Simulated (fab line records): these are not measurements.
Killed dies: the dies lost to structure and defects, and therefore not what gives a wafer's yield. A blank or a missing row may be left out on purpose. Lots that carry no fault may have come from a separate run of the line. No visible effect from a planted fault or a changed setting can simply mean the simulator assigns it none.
fab line records	flow n5-finfet
record lots=10	wafers=30	last-day=20
route steps=1938 shown MOL_CONTACT_COAG@529 PASSIVATION@1936
lots that met no fault: taken from a fault-free run of the same line
start-h: the number of hours between the record's first day and the start of the first shown wafer of the lot	wait-h: how many hours have passed since the lot's step before this one	" as in the row above	L1.1+2: several wafers, shown together as one row	- no value, or no start given	* or withheld: withheld	< > ~ a bound
route shown NAME@n: names a module that has steps shown in the file, with the first one's number in the route	usual: mean/standard deviation taken from wafers without a fault	same: alike in all rows	chamber/n: place in a boat	sites: each site's reading	_std_site: the values' standard deviation	_edge_site: inner sites' mean taken away from outer sites' mean	radius-mm: for every site, how far away it sits from the centre of the wafer	mask NAME#n: copy n	behind: the most recent tool/chamber to have shaped the wafer	hold: why the lot went on hold/how many hours it stayed there/how the hold came to an end	device: transistor that didn't switch, given as n, p or np	end of line: the tests these same wafers got at the end of their route	a step without rows: its recipe alone	killed: the dies lost at the first sort to structure and to defects; this is not the yield of the wafer	map: a wafer's dies, x killed, . not, _ none there
set.NAME: the run value of the setting; set.NAME@STEP: its run value at that earlier step	model.NAME: the simulator's own value behind a step, which no gauge read
one table for each step of the route and one row for each wafer, over a sample of lots
services: a tool's chamber out of use, with start hour (start-h, from the record's first day; less than 0 if before it), hours out, and reason
## steps
# step N5_MOL_CONTACT_COAG_DESCUM_13
# recipe chemistry=O2	time-s=7	source-power-w=50	bias-power-w=20	pressure-mtorr=20	rf-frequency-hz=2.712e+07	temp-c=40	resist=CAR-EUV	o2-flow-sccm=225
# usual drypump-motor-current-A=5.48/0.22	oes-product-au=0.80/0.078	rf-vpp-V=243.1/1.3	showerhead-plenum-p-Torr=2.09/0.066	throttle-valve-pct=20.36/0.26
lot.wafer	tool	chamber	start-h	wait-h	drypump-motor-current-A	oes-product-au	rf-hours-counter-h	rf-vpp-V	showerhead-plenum-p-Torr	throttle-valve-pct
L395.1	rie-diel-06	2	97.10	0.0	5.27	0.76	161	244.1	2.09	20.15
L395.5	"	2	"	"	5.28	0.76	-	243.1	2.09	20.15
L395.6	"	3	"	"	5.35	0.83	-	243.3	2.12	20.51
L400.3	rie-diel-06	2	127.02	0.0	5.26	0.73	173	241.3	2.09	20.15
L400.4	"	3	"	"	5.29	0.82	109	243.3	2.11	20.53
L400.6	"	0	"	"	5.53	0.76	-	241.6	2.00	20.58
L402.2	rie-diel-06	1	136.52	0.0	5.87	0.81	71	243.4	2.11	19.89
L402.4	"	3	"	"	5.33	0.80	112	243.4	2.11	20.53
L402.5	"	1	"	"	5.84	0.81	-	245.7	2.11	19.90
L405.1	rie-diel-03	2	152.09	0.1	5.61	0.76	137	241.1	1.92	20.36
L405.2	"	3	"	"	5.29	0.88	40	243.6	2.13	20.68
L405.5	"	1	"	"	5.44	0.89	-	244.8	2.13	19.98
L406.2	rie-diel-05	1	161.91	0.0	5.55	0.68	249	244.0	2.15	20.71
L406.4	"	3	"	"	5.60	0.93	25	242.1	2.14	20.29
L406.6	"	2	"	"	5.92	0.72	-	243.5	2.08	20.28
L407.2	rie-diel-05	2	167.91	0.0	5.92	0.72	193	244.2	2.08	20.29
L407.5	"	2	"	"	5.94	0.72	-	242.9	2.08	20.29
L407.6	"	3	"	"	5.57	0.93	-	243.0	2.14	20.30
L412.3	rie-diel-03	0	196.53	0.1	5.43	0.72	170	242.3	2.09	20.42
L412.4	"	1	"	"	5.44	0.87	47	243.8	2.12	20.00
L412.5	"	1	"	"	5.44	0.88	-	243.9	2.12	20.00
L415.1	rie-diel-06	3	217.00	0.1	5.31	0.78	140	242.0	2.10	20.59
L415.4	"	0	"	"	5.53	0.74	193	242.5	1.99	20.63
L415.5	"	1	"	"	5.85	0.78	-	242.4	2.10	19.94
L416.1	rie-diel-03	0	224.57	0.1	5.44	0.71	180	242.6	2.09	20.44
L416.4	"	3	"	"	5.32	0.85	63	243.7	2.13	20.70
L416.6	"	0	"	"	5.43	0.72	-	243.8	2.09	20.43
L417.1	rie-diel-03	3	231.13	0.0	5.28	0.84	65	242.3	2.12	20.71
L417.4	"	2	"	"	5.60	0.73	164	240.5	1.91	20.38
L417.6	"	3	"	"	5.27	0.84	-	242.0	2.13	20.71
# step N5_MOL_CONTACT_COAG_ETCH_59
# recipe chemistry=N2/H2	target=underlayer	target-depth-a=130	mask-material=CAR-EUV	time-s=10.4	ion-energy-ev=200	pressure-mtorr=30	source-w=840	bias-w=150	n2-flow-sccm=200	h2-flow-sccm=200	ends=cleared
# usual bias-w=150.0/0.47	drypump-motor-current-A=5.49/0.23	etch-rf-on-time-s=10.40/0.16	oes-product-au=0.68/0.066	rf-vpp-V=523.8/2.3	showerhead-plenum-p-Torr=2.54/0.078	throttle-valve-pct=17.79/0.22
lot.wafer	tool	chamber	start-h	wait-h	bias-w	drypump-motor-current-A	etch-rf-on-time-s	oes-product-au	rf-hours-counter-h	rf-vpp-V	showerhead-plenum-p-Torr	throttle-valve-pct
L395.1	rie-diel-06	2	97.14	0.0	150.5	5.27	10.29	0.64	161	523.0	2.54	17.60
L395.5	"	2	"	"	150.5	5.29	10.31	0.64	-	522.7	2.54	17.57
L395.6	"	3	"	"	150.4	5.31	10.33	0.71	-	525.4	2.57	17.96
L400.3	rie-diel-06	2	127.05	0.0	149.9	5.30	10.23	0.64	173	522.6	2.53	17.62
L400.4	"	3	"	"	149.9	5.31	10.31	0.69	109	525.4	2.57	17.98
L400.6	"	0	"	"	150.3	5.53	10.45	0.64	-	521.6	2.42	17.95
L402.2	rie-diel-06	1	136.55	0.0	150.6	5.87	10.19	0.70	71	525.0	2.58	17.47
L402.4	"	3	"	"	149.5	5.31	10.21	0.70	112	523.9	2.56	17.98
L402.5	"	1	"	"	150.4	5.87	10.17	0.70	-	524.9	2.57	17.50
L405.1	rie-diel-03	2	152.13	0.0	149.2	5.62	10.45	0.65	137	520.0	2.34	17.84
L405.2	"	3	"	"	150.0	5.28	10.37	0.74	40	524.6	2.58	17.96
L405.5	"	1	"	"	150.0	5.44	10.30	0.78	-	525.1	2.58	17.45
L406.2	rie-diel-05	1	161.94	0.0	150.0	5.56	10.55	0.59	249	525.1	2.61	18.19
L406.4	"	3	"	"	150.9	5.60	10.42	0.79	25	526.7	2.60	17.66
L406.6	"	2	"	"	150.0	5.90	10.78	0.61	-	524.5	2.53	17.66
L407.2	rie-diel-05	2	167.94	0.0	150.4	5.94	10.79	0.61	193	522.7	2.52	17.67
L407.5	"	2	"	"	150.3	5.94	10.92	0.61	-	522.6	2.52	17.65
L407.6	"	3	"	"	150.8	5.61	10.39	0.79	-	526.7	2.59	17.65
L412.3	rie-diel-03	0	196.57	0.0	150.4	5.45	10.62	0.62	170	524.5	2.54	17.80
L412.4	"	1	"	"	150.2	5.45	10.49	0.74	47	524.5	2.58	17.47
L412.5	"	1	"	"	149.9	5.45	10.42	0.75	-	524.7	2.58	17.47
L415.1	rie-diel-06	3	217.04	0.0	149.0	5.36	10.25	0.67	140	525.5	2.55	18.04
L415.4	"	0	"	"	149.9	5.52	10.44	0.63	193	520.1	2.41	18.02
L415.5	"	1	"	"	150.9	5.83	10.22	0.67	-	524.1	2.56	17.53
L416.1	rie-diel-03	0	224.61	0.0	149.6	5.43	10.53	0.62	180	522.6	2.54	17.79
L416.4	"	3	"	"	150.5	5.35	10.41	0.71	63	524.7	2.57	18.04
L416.6	"	0	"	"	149.3	5.45	10.54	0.62	-	524.1	2.54	17.80
L417.1	rie-diel-03	3	231.16	0.0	150.5	5.30	10.33	0.72	65	523.8	2.57	18.05
L417.4	"	2	"	"	149.5	5.59	10.40	0.63	164	517.2	2.33	17.89
L417.6	"	3	"	"	150.1	5.27	10.26	0.72	-	524.7	2.57	18.04
# step N5_MOL_CONTACT_COAG_STRIP_98
# recipe chemistry=N2/H2	power-w=500	temp-c=40	pressure-mtorr=50	rf-frequency-hz=6e+07	overash-fraction=0.3	bias-power-w=8	h2-frac=0.5	n2-flow-sccm=300	h2-flow-sccm=300
# usual drypump-motor-current-A=5.50/0.22	oes-product-au=0.80/0.078	rf-vpp-V=54.5/1.5	showerhead-plenum-p-Torr=3.36/0.099	throttle-valve-pct=18.86/0.24
lot.wafer	tool	chamber	start-h	wait-h	drypump-motor-current-A	oes-product-au	rf-hours-counter-h	rf-vpp-V	showerhead-plenum-p-Torr	throttle-valve-pct
L395.1	rie-diel-06	2	97.43	0.0	5.31	0.75	161	56.0	3.35	18.66
L395.5	"	2	"	"	5.29	0.74	-	55.0	3.35	18.67
L395.6	"	3	"	"	5.32	0.84	-	54.7	3.39	19.20
L400.3	rie-diel-06	2	127.34	0.0	5.28	0.74	173	53.1	3.35	18.66
L400.4	"	3	"	"	5.32	0.82	109	54.7	3.39	19.19
L400.6	"	0	"	"	5.58	0.76	-	57.9	3.21	18.99
L402.2	rie-diel-06	1	136.85	0.0	5.90	0.82	71	55.4	3.40	18.95
L402.4	"	3	"	"	5.35	0.82	112	56.3	3.39	19.19
L402.5	"	1	"	"	5.89	0.82	-	54.8	3.40	18.92
L405.1	rie-diel-03	2	152.42	0.0	5.61	0.76	137	54.2	3.10	18.73
L405.2	"	3	"	"	5.32	0.89	40	56.9	3.41	18.99
L405.5	"	1	"	"	5.46	0.91	-	54.9	3.41	18.65
L406.2	rie-diel-05	1	162.23	0.0	5.59	0.68	249	54.7	3.44	19.44
L406.4	"	3	"	"	5.62	0.93	25	56.4	3.43	18.69
L406.6	"	2	"	"	5.92	0.72	-	54.9	3.34	18.50
L407.2	rie-diel-05	2	168.24	0.0	5.94	0.70	193	51.0	3.33	18.50
L407.5	"	2	"	"	5.93	0.72	-	54.6	3.33	18.53
L407.6	"	3	"	"	5.63	0.94	-	54.5	3.42	18.67
L412.3	rie-diel-03	0	196.86	0.0	5.49	0.73	171	55.2	3.36	18.64
L412.4	"	1	"	"	5.48	0.89	47	54.5	3.40	18.68
L412.5	"	1	"	"	5.45	0.87	-	52.0	3.40	18.68
L415.1	rie-diel-06	3	217.33	0.0	5.32	0.78	140	53.3	3.37	19.27
L415.4	"	0	"	"	5.55	0.73	193	55.5	3.19	19.06
L415.5	"	1	"	"	5.88	0.79	-	56.0	3.38	18.97
L416.1	rie-diel-03	0	224.90	0.0	5.47	0.71	180	55.8	3.35	18.66
L416.4	"	3	"	"	5.35	0.85	63	57.2	3.40	18.98
L416.6	"	0	"	"	5.46	0.72	-	54.0	3.35	18.66
L417.1	rie-diel-03	3	231.46	0.0	5.33	0.85	65	53.4	3.40	19.02
L417.4	"	2	"	"	5.61	0.73	164	52.4	3.09	18.82
L417.6	"	3	"	"	5.34	0.86	-	54.4	3.40	19.00
# step N5_MOL_CONTACT_COAG_IMPLANT_129
# recipe species=Ge	energy-kev=3	dose-cm2=6e+14	tilt-deg=0	rotation-deg=0
# usual beam-energy-keV=3.0001/0.00096	end-station-pressure-torr=5.7e-06/3.2e-07
lot.wafer	tool	chamber	start-h	wait-h	beam-energy-keV	end-station-pressure-torr
L395.1	implanter-01	0	97.53	0.0	2.9999	5.5e-06
L395.5	"	0	"	"	2.9992	6.2e-06
L395.6	"	0	"	"	2.9994	6e-06
L400.3	implanter-02	0	127.51	0.1	3.0002	5e-06
L400.4	"	0	"	"	3.0008	5.5e-06
L400.6	"	0	"	"	2.9998	5.4e-06
L402.2	implanter-02	0	136.98	0.1	3.0011	5.6e-06
L402.4	"	0	"	"	2.9994	5.7e-06
L402.5	"	0	"	"	2.9996	6e-06
L405.1	implanter-02	0	152.52	0.0	3.0011	5.4e-06
L405.2	"	0	"	"	2.9999	5.5e-06
L405.5	"	0	"	"	2.9994	5.9e-06
L406.2	implanter-02	0	162.37	0.1	10.049	1.08e-05
L406.4	"	0	"	"	10.049	1.01e-05
L406.6	"	0	"	"	10.048	1.08e-05
L407.2	implanter-01	0	168.37	0.1	3.0004	6.1e-06
L407.5	"	0	"	"	2.9998	5.7e-06
L407.6	"	0	"	"	3.0016	5.3e-06
L412.3	implanter-02	0	197.02	0.1	10.047	1.06e-05
L412.4	"	0	"	"	10.046	1.01e-05
L412.5	"	0	"	"	10.047	1.21e-05
L415.1	implanter-01	0	217.43	0.0	3.0002	5.5e-06
L415.4	"	0	"	"	3.0009	6.3e-06
L415.5	"	0	"	"	3.0001	6.2e-06
L416.1	implanter-01	0	225.00	0.0	3.0004	5.4e-06
L416.4	"	0	"	"	3.0003	5.9e-06
L416.6	"	0	"	"	2.9996	5.5e-06
L417.1	implanter-01	0	231.56	0.0	2.9985	5.7e-06
L417.4	"	0	"	"	2.9982	5.8e-06
L417.6	"	0	"	"	2.9984	5.5e-06
# step N5_PASSIVATION_PROBE_49
# usual killed_at_M0_to_M3=36/11	killed_at_M4_up=13/5.1	killed-at-contacts=14/4.9	killed-at-front-end=41/10	killed-at-other=3.4/2.6	killed-dies=107/16	killed-open=70/11	killed-short=36/7.8
# same gross-dies=1180	killed-at-back-side=0
lot.wafer	tool	chamber	start-h	wait-h	killed_at_M0_to_M3	killed_at_M4_up	killed-at-contacts	killed-at-front-end	killed-at-other	killed-dies	killed-open	killed-short
L395.1	prober-01	-	312.78	0.0	45	14	14	43	3	119	74	45
L395.5	prober-01	-	312.98	0.2	46	15	12	34	3	110	72	36
L395.6	prober-01	-	313.03	0.3	46	12	15	43	9	125	78	43
L402.2	prober-01	-	340.26	0.1	43	12	18	35	2	110	73	37
L402.4	prober-01	-	340.36	0.2	30	10	14	19	3	76	52	22
L402.5	prober-01	-	340.41	0.2	27	11	14	42	4	98	66	30
L400.3	prober-02	-	347.58	0.1	39	7	11	62	2	121	78	41
L400.4	prober-02	-	347.63	0.2	40	7	11	53	2	113	63	49
L400.6	prober-02	-	347.73	0.3	38	8	14	36	0	96	60	36
L405.1	prober-01	-	385.14	0.0	33	12	10	68	5	128	83	44
L405.2	prober-01	-	385.19	0.1	44	19	22	56	3	144	100	41
L405.5	prober-01	-	385.34	0.2	20	20	14	50	3	107	78	27
L406.2	prober-02	-	393.96	0.1	42	17	16	45	3	123	81	40
L406.4	prober-02	-	394.06	0.2	35	11	11	30	4	91	61	28
L406.6	prober-02	-	394.16	0.3	50	15	8	36	0	109	71	34
L407.2	prober-01	-	395.95	0.1	38	21	9	40	5	113	73	40
L407.5	prober-01	-	396.10	0.2	46	18	18	34	7	123	78	44
L407.6	prober-01	-	396.15	0.3	43	12	8	53	4	120	68	51
L412.3	prober-01	-	462.46	0.1	36	10	11	40	4	101	74	26
L412.4	prober-01	-	462.51	0.2	48	7	15	42	3	115	79	34
L412.5	prober-01	-	462.56	0.2	66	12	16	49	7	150	92	56
L415.1	prober-02	-	465.10	0.2	45	10	8	35	1	99	63	34
L415.4	prober-02	-	465.25	0.3	41	5	9	37	3	95	57	38
L415.5	prober-02	-	465.30	0.4	60	7	21	29	0	117	86	31
L417.1	prober-01	-	465.15	0.1	53	18	8	38	0	117	67	45
L417.4	prober-01	-	465.30	0.2	35	17	13	28	0	93	65	26
L417.6	prober-01	-	465.40	0.3	30	13	11	51	3	108	63	36
L416.1	prober-01	-	479.05	0.0	50	18	6	51	0	125	96	28
L416.4	prober-01	-	479.20	0.2	52	18	9	41	4	124	70	50
L416.6	prober-01	-	479.30	0.3	54	16	8	41	1	120	69	48
# killed by level:class
L395.1 STI_FIN_REVEAL:geometric-particle:open=12 MOL_CONTACT_COAG:geometric-particle:open=11 BEOL_M1:geometric-particle:open=8 BEOL_M0_SAQP:geometric-particle:short=8 FIN_SAQP:geometric-particle:short=7 BEOL_M3:geometric-particle:short=7 FIN_SAQP:geometric-particle:open=6 BEOL_M0_SAQP:geometric-particle:open=6
L395.5 BEOL_M0_SAQP:geometric-particle:short=13 MOL_CONTACT_COAG:geometric-particle:open=11 BEOL_M3:geometric-particle:open=10 DUMMY_GATE:geometric-particle:open=7 BEOL_M4:geometric-particle:open=7 STARTING-WAFER:geometric-particle:open=6 GATE_CUT:geometric-particle:short=5 BEOL_M0_SAQP:geometric-particle:open=5
L395.6 STI_FIN_REVEAL:geometric-particle:open=17 MOL_CONTACT_COAG:geometric-particle:open=13 BEOL_M1:geometric-particle:open=10 BEOL_M0_SAQP:geometric-particle:open=7 BEOL_M0_SAQP:geometric-particle:short=7 BEOL_M3:geometric-particle:short=7 BEOL_M3:geometric-particle:open=6 FIN_SAQP:geometric-particle:short=5
L402.2 MOL_CONTACT_COAG:geometric-particle:open=16 BEOL_M0_SAQP:geometric-particle:short=14 FIN_SAQP:geometric-particle:open=13 BEOL_M0_SAQP:geometric-particle:open=8 BEOL_M2:geometric-particle:open=8 FIN_SAQP:geometric-particle:short=5 STI_FIN_REVEAL:geometric-particle:open=5 BEOL_M1:geometric-particle:open=5
L402.4 MOL_CONTACT_COAG:geometric-particle:open=10 BEOL_M1:geometric-particle:open=8 STI_FIN_REVEAL:geometric-particle:open=7 BEOL_M3:geometric-particle:open=7 MOL_CONTACT_COAG:geometric-particle:short=4 BEOL_M0_SAQP:geometric-particle:open=4 BEOL_M2:geometric-particle:open=4 BEOL_M4:geometric-particle:open=4
L402.5 STI_FIN_REVEAL:geometric-particle:open=18 MOL_CONTACT_COAG:geometric-particle:open=11 FIN_SAQP:geometric-particle:short=7 BEOL_M0_SAQP:geometric-particle:short=6 BEOL_M1:geometric-particle:open=6 BEOL_M3:geometric-particle:open=5 DUMMY_GATE:geometric-particle:open=3 GATE_CUT:geometric-particle:short=3
L400.3 STI_FIN_REVEAL:geometric-particle:open=22 FIN_SAQP:geometric-particle:short=12 BEOL_M0_SAQP:geometric-particle:short=12 BEOL_M0_SAQP:geometric-particle:open=12 MOL_CONTACT_COAG:geometric-particle:open=9 FIN_SAQP:geometric-particle:open=6 BEOL_M2:geometric-particle:open=6 GATE_CUT:geometric-particle:open=5
L400.4 STI_FIN_REVEAL:geometric-particle:open=14 FIN_SAQP:geometric-particle:short=12 BEOL_M0_SAQP:geometric-particle:short=9 MOL_CONTACT_COAG:geometric-particle:open=7 BEOL_M2:geometric-particle:open=7 GATE_CUT:geometric-particle:open=6 BEOL_M0_SAQP:geometric-particle:open=6 ILD0:geometric-particle:short=5
L400.6 BEOL_M2:geometric-particle:open=15 STI_FIN_REVEAL:geometric-particle:open=12 MOL_CONTACT_COAG:geometric-particle:open=8 BEOL_M0_SAQP:geometric-particle:open=7 MOL_CONTACT_COAG:geometric-particle:short=6 BEOL_M0_SAQP:geometric-particle:short=6 FIN_SAQP:geometric-particle:short=4 DUMMY_GATE:geometric-particle:open=4
L405.1 FIN_SAQP:geometric-particle:open=23 FIN_SAQP:geometric-particle:short=10 STI_FIN_REVEAL:geometric-particle:open=10 MOL_CONTACT_COAG:geometric-particle:open=7 BEOL_M0_SAQP:geometric-particle:short=7 BEOL_M3:geometric-particle:open=7 GATE_CUT:geometric-particle:short=5 BEOL_M0_SAQP:geometric-particle:open=5
L405.2 MOL_CONTACT_COAG:geometric-particle:open=17 STI_FIN_REVEAL:geometric-particle:open=16 BEOL_M0_SAQP:geometric-particle:short=11 BEOL_M2:geometric-particle:open=11 FIN_SAQP:geometric-particle:open=9 BEOL_M3:geometric-particle:open=9 BEOL_M4:geometric-particle:open=8 BEOL_M0_SAQP:geometric-particle:open=6
L405.5 STI_FIN_REVEAL:geometric-particle:open=17 MOL_CONTACT_COAG:geometric-particle:open=12 FIN_SAQP:geometric-particle:open=11 BEOL_M4:geometric-particle:open=8 BEOL_M2:geometric-particle:open=6 STARTING-WAFER:geometric-particle:short=6 ILD0:geometric-particle:open=4 BEOL_M0_SAQP:geometric-particle:open=4
L406.2 MOL_CONTACT_COAG:geometric-particle:open=14 FIN_SAQP:geometric-particle:open=10 BEOL_M1:geometric-particle:open=8 BEOL_M0_SAQP:geometric-particle:short=7 FIN_SAQP:geometric-particle:short=6 GATE_CUT:geometric-particle:open=6 DUMMY_GATE:geometric-particle:open=5 BEOL_M0_SAQP:geometric-particle:open=5
L406.4 MOL_CONTACT_COAG:geometric-particle:open=8 FIN_SAQP:geometric-particle:open=7 FIN_SAQP:geometric-particle:short=6 BEOL_M4:geometric-particle:open=6 BEOL_M0:geometric-particle:open=5 BEOL_M0_SAQP:geometric-particle:short=5 BEOL_M1:geometric-particle:open=5 STI_FIN_REVEAL:geometric-particle:open=4
L406.6 BEOL_M0_SAQP:geometric-particle:open=12 BEOL_M0_SAQP:geometric-particle:short=12 BEOL_M3:geometric-particle:open=10 BEOL_M2:geometric-particle:open=9 STI_FIN_REVEAL:geometric-particle:open=7 FIN_SAQP:geometric-particle:open=5 FIN_SAQP:geometric-particle:short=5 MOL_CONTACT_COAG:geometric-particle:open=5
L407.2 FIN_SAQP:geometric-particle:open=14 BEOL_M0_SAQP:geometric-particle:open=11 BEOL_M4:geometric-particle:open=11 FIN_SAQP:geometric-particle:short=9 BEOL_M0_SAQP:geometric-particle:short=8 BEOL_M3:geometric-particle:open=8 MOL_CONTACT_COAG:geometric-particle:open=6 GATE_CUT:geometric-particle:short=5
L407.5 BEOL_M0_SAQP:geometric-particle:open=16 MOL_CONTACT_COAG:geometric-particle:open=13 FIN_SAQP:geometric-particle:short=11 FIN_SAQP:geometric-particle:open=9 BEOL_M0_SAQP:geometric-particle:short=9 BEOL_M3:geometric-particle:open=9 BEOL_M4:geometric-particle:open=7 MOL_CONTACT_COAG:geometric-particle:short=5
L407.6 FIN_SAQP:geometric-particle:short=14 BEOL_M0_SAQP:geometric-particle:open=13 BEOL_M0_SAQP:geometric-particle:short=9 DUMMY_GATE:geometric-particle:open=7 GATE_CUT:geometric-particle:short=7 MOL_CONTACT_COAG:geometric-particle:open=7 FIN_SAQP:geometric-particle:open=6 BEOL_M1:geometric-particle:open=6
L412.3 BEOL_M0_SAQP:geometric-particle:open=12 STI_FIN_REVEAL:geometric-particle:open=10 FIN_SAQP:geometric-particle:open=8 DUMMY_GATE:geometric-particle:open=8 MOL_CONTACT_COAG:geometric-particle:open=8 BEOL_M2:geometric-particle:open=7 BEOL_M1:geometric-particle:open=6 FIN_SAQP:geometric-particle:short=5
L412.4 BEOL_M0_SAQP:geometric-particle:open=15 BEOL_M0_SAQP:geometric-particle:short=12 MOL_CONTACT_COAG:geometric-particle:open=10 STI_FIN_REVEAL:geometric-particle:open=9 FIN_SAQP:geometric-particle:open=8 DUMMY_GATE:geometric-particle:open=8 BEOL_M1:geometric-particle:open=8 BEOL_M2:geometric-particle:open=7
L412.5 FIN_SAQP:geometric-particle:open=16 BEOL_M0_SAQP:geometric-particle:short=16 BEOL_M0_SAQP:geometric-particle:open=14 BEOL_M2:geometric-particle:short=13 FIN_SAQP:geometric-particle:short=10 DUMMY_GATE:geometric-particle:open=10 MOL_CONTACT_COAG:geometric-particle:open=10 BEOL_M1:geometric-particle:open=9
L415.1 BEOL_M0_SAQP:geometric-particle:open=11 GATE_CUT:geometric-particle:short=10 BEOL_M2:geometric-particle:open=9 BEOL_M3:geometric-particle:open=8 BEOL_M0_SAQP:geometric-particle:short=6 STI_FIN_REVEAL:geometric-particle:open=5 MOL_CONTACT_COAG:geometric-particle:open=5 BEOL_M1:geometric-particle:open=5
L417.1 BEOL_M0_SAQP:geometric-particle:short=19 BEOL_M0_SAQP:geometric-particle:open=14 BEOL_M2:geometric-particle:open=8 MOL_CONTACT_COAG:geometric-particle:open=6 STI_FIN_REVEAL:geometric-particle:open=5 DUMMY_GATE:geometric-particle:open=5 BEOL_M5:geometric-particle:short=5 BEOL_M4:geometric-particle:open=5
L415.4 BEOL_M3:geometric-particle:open=12 FIN_SAQP:geometric-particle:short=8 BEOL_M0_SAQP:geometric-particle:open=8 BEOL_M0_SAQP:geometric-particle:short=8 GATE_CUT:geometric-particle:short=7 MOL_CONTACT_COAG:geometric-particle:open=7 STI_FIN_REVEAL:geometric-particle:open=6 FIN_SAQP:geometric-particle:open=4
L415.5 BEOL_M1:geometric-particle:open=17 MOL_CONTACT_COAG:geometric-particle:open=15 BEOL_M3:geometric-particle:open=15 BEOL_M0_SAQP:geometric-particle:open=10 GATE_CUT:geometric-particle:short=9 BEOL_M2:geometric-particle:open=8 GATE_CUT:geometric-particle:open=6 MOL_CONTACT_COAG:geometric-particle:short=6
L417.4 BEOL_M1:geometric-particle:open=12 MOL_CONTACT_COAG:geometric-particle:open=10 BEOL_M4:geometric-particle:open=7 DUMMY_GATE:geometric-particle:open=6 BEOL_M0_SAQP:geometric-particle:open=6 BEOL_M3:geometric-particle:open=5 BEOL_M0_SAQP:geometric-particle:short=5 FIN_SAQP:geometric-particle:short=4
L417.6 DUMMY_GATE:geometric-particle:open=14 MOL_CONTACT_COAG:geometric-particle:open=9 BEOL_M0_SAQP:geometric-particle:open=9 BEOL_M1:geometric-particle:open=7 HKMG_FIN:area-etch=6 FIN_SAQP:geometric-particle:open=4 FIN_SAQP:geometric-particle:short=4 BEOL_M5:geometric-particle:short=4
L416.1 FIN_SAQP:geometric-particle:open=15 BEOL_M1:geometric-particle:open=11 BEOL_M3:geometric-particle:open=10 BEOL_M0_SAQP:geometric-particle:open=10 BEOL_M4:geometric-particle:open=8 FIN_SAQP:geometric-particle:short=7 STI_FIN_REVEAL:geometric-particle:open=6 BEOL_M2:geometric-particle:open=6
L416.4 STI_FIN_REVEAL:geometric-particle:open=14 BEOL_M0_SAQP:geometric-particle:short=14 BEOL_M2:geometric-particle:open=11 BEOL_M0_SAQP:geometric-particle:open=7 FIN_SAQP:geometric-particle:short=6 MOL_CONTACT_COAG:geometric-particle:open=5 BEOL_M4:geometric-particle:open=5 STI_FIN_REVEAL:geometric-particle:short=4
L416.6 FIN_SAQP:geometric-particle:short=15 BEOL_M0_SAQP:geometric-particle:short=14 BEOL_M2:geometric-particle:open=12 BEOL_M0_SAQP:geometric-particle:open=10 BEOL_M4:geometric-particle:open=10 BEOL_M1:geometric-particle:open=9 FIN_SAQP:geometric-particle:open=5 DUMMY_GATE:geometric-particle:open=5
## services
tool	chamber	start-h	hours	kind
rie-diel-05	3	74.42	-	clean
rie-diel-05	3	74.42	-	consumable-replace:focus-ring
rie-diel-05	3	74.42	15.5	scheduled-down
rie-diel-05	3	74.42	15.5	vent-cycle
implanter-01	-	99.99	2.7	repair
rie-diel-06	1	110.57	8.0	repair
implanter-02	-	114.20	0.5	repair
rie-diel-05	1	166.89	-	clean
rie-diel-05	1	166.89	-	consumable-replace:focus-ring
implanter-01	-	182.31	3.6	pm
implanter-02	-	190.26	2.4	repair
rie-diel-05	2	191.71	1.3	repair
## key
first-sign step=N5_MOL_CONTACT_COAG_IMPLANT_129	reading=beam-energy-keV	direction=up	sigmas=99+	usual=3.0001	struck=10.048
effect step=N5_MOL_CONTACT_COAG_IMPLANT_129	reading=end-station-pressure-torr	direction=up	sigmas=16	usual=5.7e-06	struck=1.07e-05
met-at N5_MOL_CONTACT_COAG_IMPLANT_129
struck-lots L406,L412
tester-left-out L406,L412
not-acting-at N5_MOL_CONTACT_COAG_DESCUM_13,N5_MOL_CONTACT_COAG_ETCH_59,N5_MOL_CONTACT_COAG_STRIP_98
onset-between 152.52 162.37
fault kind=process-parameter-drift	tool=implanter-02	chamber=-	onset-h=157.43	steps=N5_MOL_CONTACT_COAG_IMPLANT_129	channel=energy-kev	offset=7.0488	shape=step	end-h=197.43	acts-in=these-recipes-only	stated=3
# tester-left-out: of these lots the tester's yield and bins aren't shown, on N5 and GAA mostly nor the transistor test; their killed dies are dies lost to structure and defects alone, not to doping, threshold or leakage, so they don't give the yield
